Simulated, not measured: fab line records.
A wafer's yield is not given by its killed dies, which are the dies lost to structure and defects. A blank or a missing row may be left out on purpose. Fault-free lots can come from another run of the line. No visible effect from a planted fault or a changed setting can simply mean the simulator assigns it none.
Matching of chambers    flow nand-harc    NHARC_A_STAIRCASE_DESCUM_11 on rie-diel-04 has 4 sister chambers
The step chemistry O2, time 3 s. 24 wafers are shown with their chamber, then 12 later ones without.

## EACH WAFER AND ITS CHAMBER
wafer   chamber  drypump-motor-current-A (A)  showerhead-plenum-p-Torr (Torr)  rf-vpp-V (V)
L074.4  2        5.6                          1.78                             55.8
L074.5  1        6.2                          1.77                             57.5
L074.6  2        5.6                          1.78                             56.8
L075.4  2        5.6                          1.78                             57.8
L075.5  2        5.6                          1.78                             56.5
L075.6  1        6.2                          1.77                             56.6
L077.1  1        6.2                          1.77                             58.2
L077.2  3        6.0                          2.01                             59.6
L077.6  0        6.0                          1.96                             57.1
L078.1  2        5.6                          1.78                             57.9
L078.2  3        6.1                          2.01                             59.3
L078.5  2        5.6                          1.78                             57.1
L084.1  3        6.0                          2.01                             57.5
L084.2  1        6.1                          2.08                             57.4
L084.3  0        6.0                          1.96                             59.5
L087.1  3        6.0                          2.01                             58.8
L087.5  2        5.6                          1.78                             58.0
L087.6  1        6.2                          2.07                             58.7
L089.3  2        5.6                          1.77                             56.8
L089.5  2        5.6                          1.77                             57.3
L089.6  3        6.0                          2.01                             58.7
L089.1  1        6.2                          2.07                             58.3
L089.2  3        6.0                          2.01                             58.3
L089.4  0        5.9                          1.95                             57.5

SIGNATURES, as means of the wafers listed above
reading                   chamber 0  chamber 1  chamber 2  chamber 3  scatter within a chamber
drypump-motor-current-A   5.967      6.183      5.600      6.017      0.0342
showerhead-plenum-p-Torr  1.9567     1.9217     1.7778     2.0100     0.0832
rf-vpp-V                  58.033     57.783     57.111     58.700     0.813
Rule: a wafer lies at a distance from a chamber equal to the root of the sum of squares, over the readings, of (its reading less the chamber's mean, divided by the reading's scatter). The wafer belongs to the nearest chamber; if the next one is less than 2 further off, it can't be placed. How the scatter is found: for the shown wafers, subtract from each reading the mean of its chamber, square and add these, divide the total by (wafers less chambers), then take the root.

## WAFERS MISSING THEIR CHAMBER
wafer   drypump-motor-current-A (A)  showerhead-plenum-p-Torr (Torr)  rf-vpp-V (V)
L090.1  5.9                          1.95                             58.4
L090.3  6.1                          2.07                             59.5
L090.6  5.9                          1.95                             57.9
L094.1  6.0                          2.01                             58.2
L094.3  5.9                          1.95                             58.0
L094.4  6.2                          2.07                             57.5
L096.1  6.2                          2.07                             57.8
L096.3  5.6                          1.77                             57.1
L096.5  6.0                          2.00                             58.4
L096.2  5.9                          1.95                             59.1
L096.4  6.0                          2.00                             58.9
L096.6  5.6                          1.77                             57.3

## CHAMBER TAKEN BY EACH
wafer   from the rows above           in truth
L090.1  can't be placed: 0 or 3       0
L090.3  can't be placed: 3 or 1 or 0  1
L090.6  can't be placed: 0 or 3       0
L094.1  can't be placed: 3 or 0       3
L094.3  can't be placed: 0 or 3       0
L094.4  1                             1
L096.1  1                             1
L096.3  2                             2
L096.5  can't be placed: 3 or 0       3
L096.2  can't be placed: 0 or 3       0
L096.4  can't be placed: 3 or 0       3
L096.6  2                             2
4 of 12 placed correctly. Not placeable from these rows: 8 (in 8, the candidates include the true chamber). Wrongly placed: 0.
